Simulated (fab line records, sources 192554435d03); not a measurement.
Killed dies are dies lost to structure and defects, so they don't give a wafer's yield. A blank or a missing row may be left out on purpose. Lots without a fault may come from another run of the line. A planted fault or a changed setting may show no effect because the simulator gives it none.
Chamber matching | flow n5_finfet | N5_GATE_CUT_CMP_43 on cmp-03: 4 sister chambers
The step polishes SiO2. 8 wafers are shown with their chamber, then 9 later ones without.

WAFERS WITH THEIR CHAMBER
wafer  | chamber | motor_current_A (A)
L081.2 | 1       | 13.6
L086.2 | 0       | 11.5
L086.4 | 1       | 13.2
L088.5 | 3       | 12.9
L088.6 | 2       | 14.4
L091.1 | 0       | 11.2
L091.3 | 3       | 14.5
L091.4 | 2       | 14.1

WAFERS WITHOUT THEIR CHAMBER
wafer  | motor_current_A (A)
L093.1 | 11.0
L093.2 | 13.0
L093.3 | 14.4
L094.4 | 13.7
L094.5 | 14.4
L094.6 | 13.0
L095.2 | 14.0
L095.4 | 14.5
L095.5 | 14.4

WHICH CHAMBER EACH WENT THROUGH
wafer  | from the rows above          | in truth
L093.1 | 0                            | 0
L093.2 | can't be placed: 1 or 3 or 2 | 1
L093.3 | can't be placed: 2 or 3 or 1 | 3
L094.4 | can't be placed: 3 or 1 or 2 | 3
L094.5 | can't be placed: 2 or 3 or 1 | 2
L094.6 | can't be placed: 1 or 3 or 2 | 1
L095.2 | can't be placed: 2 or 3 or 1 | 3
L095.4 | can't be placed: 2 or 3 or 1 | 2
L095.5 | can't be placed: 2 or 3 or 1 | 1
Placed correctly: 1 of 9. Can't be placed from these rows: 8 (the true chamber is among the candidates in 8). Placed wrongly: 0.
How it was worked out, from the rows above alone: a wafer's distance from a chamber is the root of the sum, over the readings, of the square of ((its reading less the chamber's mean) divided by the reading's scatter). The wafer belongs to the nearest chamber; if the next one is less than 2 further off, it can't be placed. A chamber's mean is the mean of its shown wafers. The scatter: the root of (the sum of the squares of (reading less its chamber's mean) over the shown wafers, divided by (wafers less chambers)).
